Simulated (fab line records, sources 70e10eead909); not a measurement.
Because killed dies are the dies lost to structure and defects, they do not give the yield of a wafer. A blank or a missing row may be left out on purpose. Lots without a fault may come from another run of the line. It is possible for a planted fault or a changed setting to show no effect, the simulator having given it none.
fab line records	flow nandHarc	part 1 of 2: steps 1 to 19 of 27
record: lots: 5	wafers: 15	lastDay: 33
route steps=1302 shown A_CONTACT@1079
lots that met no fault: taken from a fault-free run of the same line
startH: the number of hours between the record's first day and the start of the first shown wafer of the lot	waitH: hours since the lot's step before	" as in the row above	L1.1+2: a single row standing in for several wafers	- no value, or no start given	* or withheld: withheld	< > ~ a bound
route shown NAME@n: names a module that has steps shown in the file, with the first one's number in the route	usual: average and standard deviation across the fault-free wafers	same: alike in all rows	chamber/n: place in a boat	sites: per-site readings	_std_site: how widely they spread, as a standard deviation	_edge_site: inner sites' mean taken away from outer sites' mean	radiusMm: how far each site lies from the wafer's centre	mask NAME#n: copy n	behind: the last tool/chamber to shape the wafer	hold: the reason the lot was held/the length of the hold in hours/how it ended	device: whichever transistor did not switch (one of n, p or np)	end of line: tests of these same wafers at the route's end	a step without rows: its recipe alone	killed: dies lost to structure and defects at the first sort, not the wafer's yield	map: the dies of a wafer, with x for killed, . for not killed, _ for no die there
set.NAME: setting as actually run; set.NAME@STEP: the setting as run at that earlier step	model.NAME: the simulator's own value behind a step, which no gauge read
a table for each step, a row for each wafer; lots at some steps of the route
services: a tool's chamber out of use, with start hour (startH, from the record's first day; less than 0 if before it), hours out, and reason
== steps ==
step: NHARC_A_CONTACT_OVL_MEAS_09
usual: overlayXNm: -0.2/0.77	overlayYNm: -0.1/0.79
lot.wafer	tool	chamber	startH	waitH	overlayXNm	overlayYNm
L079.2	overlay-01	-	559.91	-	-0.7	-1.6
L079.3	"	-	"	"	-0.5	-1.5
L079.6	"	-	"	"	-0.5	-1.8
L083.3	overlay-02	-	610.06	-	-0.6	-0.5
L083.4	"	-	"	"	-0.6	-0.6
L083.5	"	-	"	"	-0.4	-0.9
L087.2	overlay-01	-	655.08	-	-0.5	1.5
L087.3	"	-	"	"	-1.0	0.5
L087.4	"	-	"	"	-1.0	0.2
L093.2	overlay-02	-	691.17	-	0.3	0.4
L093.3	"	-	"	"	0.8	0.8
L093.5	"	-	"	"	0.7	1.2
L096.1	overlay-01	-	741.04	-	0.3	-0.5
L096.3	"	-	"	"	0.0	-1.0
L096.5	"	-	"	"	0.8	-0.2
step: NHARC_A_CONTACT_INSPECT_10
usual: rawDefectCount: 80/35
lot.wafer	tool	chamber	startH	waitH	rawDefectCount
L079.2	defectInspect-02	-	559.95	0.0	64
L079.3	"	-	"	"	79
L079.6	"	-	"	"	70
L083.3	defectInspect-02	-	610.10	0.0	109
L083.4	"	-	"	"	116
L083.5	"	-	"	"	98
L087.2	defectInspect-01	-	655.11	0.0	40
L087.3	"	-	"	"	60
L087.4	"	-	"	"	52
L093.2	defectInspect-02	-	691.21	0.0	63
L093.3	"	-	"	"	74
L093.5	"	-	"	"	73
L096.1	defectInspect-01	-	741.08	0.0	51
L096.3	"	-	"	"	38
L096.5	"	-	"	"	61
step: NHARC_A_CONTACT_DESCUM_13
recipe: timeS: 3	o2FlowSccm: 200	arFlowSccm: 0	biasPowerW: 0	chemistry: O2
usual: drypumpMotorCurrentA: 5.7/0.4	oesProductAu: 1.003/0.01	rfVppV: 57.6/0.87	showerheadPlenumPTorr: 1.88/0.036	throttleValvePct: 11.311/0.0089
same: biasPowerW: 0
lot.wafer	tool	chamber	startH	waitH	drypumpMotorCurrentA	oesProductAu	rfHoursCounterH	rfVppV	showerheadPlenumPTorr	throttleValvePct
L079.3	rieDiel-03	1	560.01	0.1	5.6	0.997	18	58.5	1.86	11.309
L079.2	"	0	"	"	5.4	0.993	18	57.1	1.90	11.327
L079.6	"	2	"	"	6.4	1.012	-	57.6	1.84	11.311
L083.4	rieDiel-03	1	610.16	0.1	5.6	1.021	28	57.8	1.86	11.325
L083.3	"	2	"	"	6.3	1.018	29	57.6	1.84	11.324
L083.5	"	2	"	"	6.3	1.018	-	56.6	1.84	11.320
L087.4	rieDiel-12	2	655.17	0.1	5.6	1.002	6	57.3	1.94	11.305
L087.2	"	0	"	"	5.7	1.005	6	58.2	1.91	11.322
L087.3	"	1	"	"	5.8	1.011	6	57.8	1.92	11.327
L093.3	rieDiel-03	3	691.27	0.1	5.3	1.003	9	58.9	1.89	11.303
L093.2	"	1	"	"	5.6	0.997	11	56.6	1.86	11.317
L093.5	"	3	"	"	5.2	1.004	-	56.6	1.89	11.305
L096.1	rieDiel-03	0	741.15	0.1	5.4	1.004	18	57.4	1.88	11.321
L096.3	"	2	"	"	6.3	1.004	14	57.2	1.84	11.309
L096.5	"	2	"	"	6.4	1.008	-	58.2	1.84	11.295
step: NHARC_A_CONTACT_ETCH_88
recipe: targetDepthA: 390	overEtchFrac: 0.3	timeS: 65	ionEnergyEv: 80	cf4FlowSccm: 150	arFlowSccm: 0	rfW: 300	biasW: 100	chemistry: CF4
usual: drypumpMotorCurrentA: 5.7/0.41	oesProductAu: 1.003/0.01	rfVppV: 150.9/0.84	showerheadPlenumPTorr: 1.737/0.029	throttleValvePct: 13.285/0.0098
lot.wafer	tool	chamber	startH	waitH	drypumpMotorCurrentA	oesProductAu	rfHoursCounterH	rfVppV	showerheadPlenumPTorr	throttleValvePct
L079.3	rieDiel-03	3	560.10	0.1	5.3	0.994	18	152.0	1.756	13.269
L079.2	"	1	"	"	5.6	1.002	18	150.1	1.726	13.286
L079.6	"	2	"	"	6.3	1.011	-	151.0	1.709	13.291
L083.4	rieDiel-03	1	610.24	0.1	5.6	1.004	28	149.8	1.723	13.288
L083.3	"	0	"	"	5.4	0.992	29	151.1	1.750	13.306
L083.5	"	2	"	"	6.4	1.016	-	151.1	1.706	13.292
L087.2	rieDiel-12	0	655.26	0.1	5.7	0.999	6	151.2	1.763	13.283
L087.4	"	1	"	"	5.9	1.000	6	151.4	1.771	13.275
L087.3	"	2	"	"	5.7	0.996	6	150.5	1.794	13.280
L093.3	rieDiel-03	3	691.48	0.2	5.2	0.994	9	150.4	1.750	13.288
L093.2	"	0	"	"	5.4	1.004	10	149.3	1.746	13.290
L093.5	"	3	"	"	5.3	0.999	-	150.5	1.750	13.282
L096.3	rieDiel-03	2	741.24	0.1	6.3	0.998	14	151.6	1.701	13.269
L096.1	"	0	"	"	5.4	0.995	18	152.2	1.744	13.270
L096.5	"	2	"	"	6.3	1.008	-	151.2	1.701	13.283
step: NHARC_A_CONTACT_ETCH_89
recipe: targetDepthA: 2600	overEtchFrac: 0.3	timeS: 475.3	ionEnergyEv: 200	n2FlowSccm: 150	h2FlowSccm: 150	arFlowSccm: 0	rfW: 400	biasW: 150	chemistry: N2/H2
usual: drypumpMotorCurrentA: 5.7/0.39	oesProductAu: 1.002/0.0099	rfVppV: 429.5/1.3	showerheadPlenumPTorr: 2.00/0.036	throttleValvePct: 14.171/0.0087
lot.wafer	tool	chamber	startH	waitH	drypumpMotorCurrentA	oesProductAu	rfHoursCounterH	rfVppV	showerheadPlenumPTorr	throttleValvePct
L079.2	rieDiel-03	2	-	-	6.3	1.017	20	427.2	1.96	14.171
L079.3	"	3	"	"	5.3	1.011	18	429.3	2.02	14.170
L079.6	"	1	"	"	5.6	1.009	-	431.2	1.99	14.178
L083.4	rieDiel-03	1	-	-	5.6	1.003	28	429.5	1.98	14.186
L083.3	"	2	"	"	6.3	1.013	29	429.0	1.96	14.173
L083.5	"	1	"	"	5.6	1.013	-	430.5	1.98	14.177
L087.2	rieDiel-12	0	-	-	5.7	1.000	6	430.5	2.03	14.175
L087.4	"	1	"	"	5.9	1.010	6	431.1	2.04	14.186
L087.3	"	2	"	"	5.7	0.995	6	432.4	2.07	14.172
L093.3	rieDiel-03	0	-	-	5.4	1.003	10	430.2	2.01	14.164
L093.2	"	2	"	"	6.4	1.014	10	427.7	1.96	14.179
L093.5	"	1	"	"	5.6	1.009	-	430.5	1.98	14.182
L096.1	rieDiel-03	0	-	-	5.4	0.988	18	430.0	2.01	14.172
L096.3	"	2	"	"	6.3	1.010	14	428.9	1.95	14.173
L096.5	"	0	"	"	5.4	0.993	-	430.3	2.01	14.170
step: NHARC_A_CONTACT_ETCH_30
recipe: targetDepthA: 726	timeS: 36.3	cf4FlowSccm: 100	chf3FlowSccm: 30	arFlowSccm: 0	rfW: 500	biasW: 200	chemistry: CF4/CHF3
usual: chf3FlowSccm: 30.00/0.084	drypumpMotorCurrentA: 5.7/0.4	oesProductAu: 0.933/0.015	rfVppV: 369.7/1.3	showerheadPlenumPTorr: 1.55/0.03	throttleValvePct: 16.801/0.0087
lot.wafer	tool	chamber	startH	waitH	chf3FlowSccm	drypumpMotorCurrentA	oesProductAu	rfHoursCounterH	rfVppV	showerheadPlenumPTorr	throttleValvePct
L079.3	rieDiel-03	3	-	-	30.13	5.3	0.920	18	369.5	1.56	16.809
L079.2	"	1	"	"	30.13	5.7	0.936	18	370.4	1.53	16.796
L079.6	"	3	"	"	30.01	5.3	0.919	-	370.1	1.56	16.796
L083.4	rieDiel-03	1	-	-	30.05	5.6	0.932	28	368.0	1.53	16.806
L083.3	"	3	"	"	30.13	5.3	0.926	29	370.0	1.56	16.810
L083.5	"	2	"	"	30.01	6.3	0.941	-	368.9	1.52	16.798
L087.4	rieDiel-12	0	-	-	29.96	5.7	0.925	6	370.3	1.57	16.804
L087.3	"	1	"	"	30.00	5.9	0.921	6	371.1	1.57	16.810
L087.2	"	3	"	"	29.91	5.9	0.902	6	374.1	1.68	16.804
L093.2	rieDiel-03	2	-	-	30.01	6.3	0.981	10	368.0	1.51	16.803
L093.3	"	3	"	"	30.01	5.3	0.953	9	370.2	1.56	16.800
L093.5	"	2	"	"	29.93	6.3	0.979	-	368.9	1.51	16.810
L096.3	rieDiel-03	2	-	-	29.94	6.3	0.930	14	367.7	1.51	16.806
L096.1	"	0	"	"	29.97	5.4	0.922	18	370.2	1.55	16.792
L096.5	"	0	"	"	29.80	5.4	0.921	-	370.4	1.55	16.801
step: NHARC_A_CONTACT_ETCH_31
recipe: targetDepthA: 28000	overEtchFrac: 0.3	timeS: 728	ionEnergyEv: 150	o2FlowSccm: 400	cosFlowSccm: 20	arFlowSccm: 0	rfW: 500	biasW: 300	chemistry: O2/COS
usual: cosFlowSccm: 20.00/0.058	drypumpMotorCurrentA: 5.7/0.41	oesProductAu: 1.002/0.0099	rfVppV: 313.5/1.1	showerheadPlenumPTorr: 3.07/0.061	throttleValvePct: 28.329/0.0089
lot.wafer	tool	chamber	startH	waitH	cosFlowSccm	drypumpMotorCurrentA	oesProductAu	rfHoursCounterH	rfVppV	showerheadPlenumPTorr	throttleValvePct
L079.2	rieDiel-03	3	-	-	20.03	5.3	0.997	18	314.1	3.10	28.333
L079.3	"	0	"	"	20.02	5.4	1.003	18	313.7	3.09	28.322
L079.6	"	3	"	"	20.03	5.3	1.002	-	314.5	3.10	28.329
L083.4	rieDiel-03	2	-	-	19.99	6.4	1.024	30	313.5	3.01	28.329
L083.3	"	0	"	"	20.07	5.4	1.004	29	313.6	3.09	28.318
L083.5	"	2	"	"	20.06	6.4	1.017	-	313.4	3.01	28.321
L087.2	rieDiel-12	1	-	-	19.91	5.9	1.017	6	313.7	3.12	28.334
L087.4	"	2	"	"	20.10	5.6	0.997	6	315.2	3.17	28.310
L087.3	"	3	"	"	20.03	5.9	0.987	6	316.8	3.34	28.336
L093.3	rieDiel-03	0	-	-	20.05	5.4	0.993	11	313.7	3.08	28.321
L093.2	"	2	"	"	20.05	6.4	1.015	10	313.8	3.00	28.336
L093.5	"	0	"	"	20.06	5.4	0.994	-	313.4	3.08	28.329
L096.1	rieDiel-03	3	-	-	20.12	5.3	0.993	20	314.2	3.08	28.331
L096.3	"	2	"	"	19.90	6.3	1.008	14	312.6	3.00	28.334
L096.5	"	2	"	"	19.91	6.4	1.007	-	312.9	3.00	28.326
step: NHARC_A_CONTACT_ETCH_134
recipe: sourceW: withheld	pressureMtorr: 20	biasV: withheld	timeS: 140	targetDepthA: 7000	arFlowSccm: withheld	c4f8FlowSccm: withheld	o2FlowSccm: withheld	chemistry: C4F8/O2/Ar
lot.wafer	tool	chamber	startH	waitH	rfHoursCounterH
L079.2	harCapEtch-03	0	561.13	-	56
L079.3	"	1	"	"	-
L079.6	"	0	"	"	-
L083.4	harCapEtch-03	1	611.36	-	-
L083.3	"	0	"	"	-
L083.5	"	0	"	"	-
L087.2	harCapEtch-01	1	656.30	-	25
L087.3	"	1	"	"	-
L087.4	"	0	"	"	-
L093.2	harCapEtch-01	0	692.56	-	33
L093.3	"	1	"	"	-
L093.5	"	0	"	"	-
L096.1	harCapEtch-01	0	742.95	-	42
L096.3	"	1	"	"	-
L096.5	"	0	"	"	-
step: NHARC_A_CONTACT_ETCH_135
recipe: sourceW: withheld	pressureMtorr: 20	biasV: 1200	timeS: 311	targetDepthA: 19120	arFlowSccm: withheld	c4f8FlowSccm: withheld	o2FlowSccm: withheld	chemistry: C4F8/O2/Ar
lot.wafer	tool	chamber	startH	waitH	rfHoursCounterH
L079.2	harCapEtch-03	0	561.33	0.2	56
L079.3	"	1	"	"	-
L079.6	"	0	"	"	-
L083.4	harCapEtch-03	1	611.58	0.2	-
L083.3	"	0	"	"	-
L083.5	"	0	"	"	-
L087.2	harCapEtch-01	1	656.57	0.2	25
L087.3	"	1	"	"	-
L087.4	"	0	"	"	-
L093.2	harCapEtch-01	0	692.77	0.2	34
L093.3	"	1	"	"	-
L093.5	"	0	"	"	-
L096.1	harCapEtch-01	0	743.15	0.2	42
L096.3	"	1	"	"	-
L096.5	"	0	"	"	-
step: NHARC_A_CONTACT_ETCH_136
recipe: sourceW: withheld	pressureMtorr: 20	biasV: 1200	timeS: 311	targetDepthA: 19120	arFlowSccm: withheld	c4f8FlowSccm: withheld	o2FlowSccm: withheld	chemistry: C4F8/O2/Ar
lot.wafer	tool	chamber	startH	waitH	rfHoursCounterH
L079.2	harCapEtch-03	0	561.60	0.2	56
L079.3	"	1	"	"	-
L079.6	"	0	"	"	-
L083.4	harCapEtch-03	1	611.85	0.2	-
L083.3	"	0	"	"	-
L083.5	"	0	"	"	-
L087.2	harCapEtch-01	1	656.93	0.3	26
L087.3	"	1	"	"	-
L087.4	"	0	"	"	-
L093.2	harCapEtch-01	0	693.05	0.2	34
L093.3	"	1	"	"	-
L093.5	"	0	"	"	-
L096.1	harCapEtch-01	0	743.42	0.2	42
L096.3	"	1	"	"	-
L096.5	"	0	"	"	-
step: NHARC_A_CONTACT_ETCH_137
recipe: sourceW: withheld	pressureMtorr: 20	biasV: 1200	timeS: 311	targetDepthA: 19120	arFlowSccm: withheld	c4f8FlowSccm: withheld	o2FlowSccm: withheld	chemistry: C4F8/O2/Ar
lot.wafer	tool	chamber	startH	waitH	rfHoursCounterH
L079.2	harCapEtch-03	0	561.88	0.2	56
L079.3	"	1	"	"	-
L079.6	"	0	"	"	-
L083.4	harCapEtch-03	1	612.13	0.2	-
L083.3	"	0	"	"	-
L083.5	"	0	"	"	-
L087.2	harCapEtch-01	1	657.28	0.3	26
L087.3	"	1	"	"	-
L087.4	"	0	"	"	-
L093.2	harCapEtch-01	0	693.32	0.2	34
L093.3	"	1	"	"	-
L093.5	"	0	"	"	-
L096.1	harCapEtch-01	0	743.70	0.2	42
L096.3	"	1	"	"	-
L096.5	"	0	"	"	-
step: NHARC_A_CONTACT_ETCH_138
recipe: sourceW: withheld	pressureMtorr: 20	biasV: 1200	timeS: 311	targetDepthA: 19140	arFlowSccm: withheld	c4f8FlowSccm: withheld	o2FlowSccm: withheld	chemistry: C4F8/O2/Ar
lot.wafer	tool	chamber	startH	waitH	rfHoursCounterH
L079.2	harCapEtch-03	0	562.15	0.2	57
L079.3	"	1	"	"	-
L079.6	"	0	"	"	-
L083.4	harCapEtch-03	1	612.40	0.2	-
L083.3	"	0	"	"	-
L083.5	"	0	"	"	-
L087.2	harCapEtch-01	1	657.65	0.3	26
L087.3	"	1	"	"	-
L087.4	"	0	"	"	-
L093.2	harCapEtch-01	0	693.58	0.2	34
L093.3	"	1	"	"	-
L093.5	"	0	"	"	-
L096.1	harCapEtch-01	0	743.97	0.2	42
L096.3	"	1	"	"	-
L096.5	"	0	"	"	-
step: NHARC_A_CONTACT_ETCH_139
recipe: sourceW: withheld	pressureMtorr: 20	biasV: 400	timeS: 195	targetDepthA: 8400	arFlowSccm: withheld	c4f8FlowSccm: 11.5	o2FlowSccm: 7.2	chemistry: C4F8/O2/Ar
lot.wafer	tool	chamber	startH	waitH	rfHoursCounterH
L079.2	harCapEtch-03	0	562.42	0.2	57
L079.3	"	1	"	"	-
L079.6	"	0	"	"	-
L083.4	harCapEtch-03	1	612.67	0.2	-
L083.3	"	0	"	"	-
L083.5	"	0	"	"	-
L087.2	harCapEtch-01	1	658.01	0.3	26
L087.3	"	1	"	"	-
L087.4	"	0	"	"	-
L093.2	harCapEtch-01	0	693.85	0.2	35
L093.3	"	1	"	"	-
L093.5	"	0	"	"	-
L096.1	harCapEtch-01	0	744.23	0.2	43
L096.3	"	1	"	"	-
L096.5	"	0	"	"	-
step: NHARC_A_CONTACT_ETCH_92
recipe: targetDepthA: 400	overEtchFrac: 0.5	timeS: 85.7	ionEnergyEv: 120	ch3fFlowSccm: 50	o2FlowSccm: 30	arFlowSccm: 200	rfW: 500	biasW: 100	chemistry: CH3F/O2
usual: drypumpMotorCurrentA: 5.7/0.33	oesProductAu: 0.938/0.028	rfVppV: 244.1/1.4	showerheadPlenumPTorr: 2.44/0.074	throttleValvePct: 20.664/0.0097
lot.wafer	tool	chamber	startH	waitH	drypumpMotorCurrentA	oesProductAu	rfHoursCounterH	rfVppV	showerheadPlenumPTorr	throttleValvePct
L079.3	rieDiel-03	3	562.98	0.4	5.3	0.927	19	244.4	2.44	20.675
L079.2	"	0	"	"	5.4	0.932	18	244.5	2.44	20.652
L079.6	"	0	"	"	5.4	0.932	-	244.3	2.44	20.641
L083.4	rieDiel-02	3	613.15	0.4	5.3	0.916	10	246.6	2.52	20.659
L083.3	"	2	"	"	5.8	0.944	14	243.5	2.37	20.663
L083.5	"	0	"	"	6.1	0.927	-	246.7	2.58	20.668
L087.4	rieDiel-03	1	658.65	0.4	5.6	0.929	3	243.3	2.39	20.659
L087.3	"	2	"	"	6.3	0.945	2	242.0	2.37	20.667
L087.2	"	0	"	"	5.4	0.911	3	245.0	2.43	20.658
L093.2	rieDiel-03	0	694.37	0.5	5.4	0.927	11	244.0	2.43	20.664
L093.3	"	2	"	"	6.4	0.942	10	242.7	2.36	20.666
L093.5	"	0	"	"	5.4	0.926	-	242.4	2.43	20.673
L096.1	rieDiel-12	0	744.79	0.5	5.7	0.920	31	245.3	2.44	20.682
L096.3	"	1	"	"	5.9	0.926	36	243.2	2.45	20.658
L096.5	"	0	"	"	5.7	0.926	-	244.6	2.44	20.665
step: NHARC_A_CONTACT_ETCH_98
recipe: targetDepthA: 200	overEtchFrac: 0.5	timeS: 10	ionEnergyEv: 250	c4f6FlowSccm: 25	o2FlowSccm: 20	arFlowSccm: 500	rfW: 600	biasW: 500	chemistry: C4F6/O2
usual: drypumpMotorCurrentA: 5.7/0.33	oesProductAu: 0.956/0.02	rfVppV: 546.5/2.4	showerheadPlenumPTorr: 3.91/0.11	throttleValvePct: 26.902/0.0087
lot.wafer	tool	chamber	startH	waitH	drypumpMotorCurrentA	oesProductAu	rfHoursCounterH	rfVppV	showerheadPlenumPTorr	throttleValvePct
L079.3	rieDiel-03	3	-	-	5.3	0.939	19	546.3	3.90	26.890
L079.2	"	2	"	"	6.4	0.954	20	545.0	3.79	26.882
L079.6	"	0	"	"	5.4	0.956	-	546.1	3.89	26.902
L083.3	rieDiel-02	3	-	-	5.3	0.927	10	550.0	4.02	26.911
L083.4	"	1	"	"	5.7	0.932	13	543.1	3.71	26.918
L083.5	"	0	"	"	6.1	0.952	-	552.0	4.11	26.891
L087.2	rieDiel-03	0	-	-	5.4	0.944	3	544.3	3.88	26.889
L087.4	"	1	"	"	5.6	0.958	4	544.2	3.82	26.903
L087.3	"	2	"	"	6.3	0.972	3	543.9	3.78	26.882
L093.2	rieDiel-03	1	-	-	5.6	0.935	12	544.7	3.82	26.900
L093.3	"	2	"	"	6.3	0.940	10	545.3	3.78	26.910
L093.5	"	1	"	"	5.6	0.938	-	545.1	3.82	26.894
L096.3	rieDiel-12	0	-	-	5.7	0.945	31	545.8	3.90	26.902
L096.1	"	2	"	"	5.7	0.939	38	547.2	3.96	26.900
L096.5	"	3	"	"	5.9	0.933	-	549.7	4.17	26.889
step: NHARC_A_CONTACT_CD_MEAS_15
usual: cdNm: 190.0/0.57
lot.wafer	tool	chamber	startH	waitH	cdNm
L079.2	cdSem-03	-	563.20	-	189.6
L079.3	"	-	"	"	189.5
L079.6	"	-	"	"	189.9
L083.3	cdSem-03	-	613.39	-	188.7
L083.4	"	-	"	"	189.2
L083.5	"	-	"	"	189.0
L087.2	cdSem-03	-	659.00	-	189.4
L087.3	"	-	"	"	190.0
L087.4	"	-	"	"	190.6
L093.2	cdSem-01	-	694.58	-	191.4
L093.3	"	-	"	"	190.9
L093.5	"	-	"	"	191.2
L096.1	cdSem-01	-	745.01	-	190.3
L096.3	"	-	"	"	190.8
L096.5	"	-	"	"	190.5
step: NHARC_A_CONTACT_STRIP_107
recipe: n2FlowSccm: 150	h2FlowSccm: 150	arFlowSccm: 0	biasW: 0	chemistry: N2/H2
lot.wafer	tool	chamber	startH	waitH
L079.3+2+6	rieDiel-02	3,0,3	563.28	0.1
L083.3+4+5	rieDiel-03	3,0,1	613.48	0.1
L087.2+4+3	rieDiel-03	0,2,3	659.09	0.1
L093.2+3+5	rieDiel-03	0,2,1	694.65	0.1
L096.1+3+5	rieDiel-02	2,3,0	745.08	0.1
step: NHARC_A_CONTACT_STRIP_108
recipe: cf4FlowSccm: 100	chf3FlowSccm: 30	arFlowSccm: 0	biasW: 0	chemistry: CF4/CHF3
lot.wafer	tool	chamber	startH	waitH
L079.2+3+6	rieDiel-02	2,3,1	563.38	0.1
L083.3+4+5	rieDiel-03	3,0,1	613.56	0.1
L087.2+4+3	rieDiel-03	2,3,1	659.19	0.1
L093.3+2+5	rieDiel-03	3,0,3	694.75	0.1
L096.1+3+5	rieDiel-02	3,2,0	745.19	0.1
step: NHARC_A_CONTACT_STRIP_109
recipe: o2FlowSccm: 400	cosFlowSccm: 20	arFlowSccm: 0	biasW: 0	chemistry: O2/COS
lot.wafer	tool	chamber	startH	waitH
L079.2+3+6	rieDiel-02	1,2,3	563.44	0.1
L083.3+4+5	rieDiel-03	3,0,2	613.62	0.1
L087.2+4+3	rieDiel-03	1,2,3	659.45	0.3
L093.2+3+5	rieDiel-03	3,0,3	694.81	0.1
L096.3+1+5	rieDiel-02	3,2,0	745.26	0.1
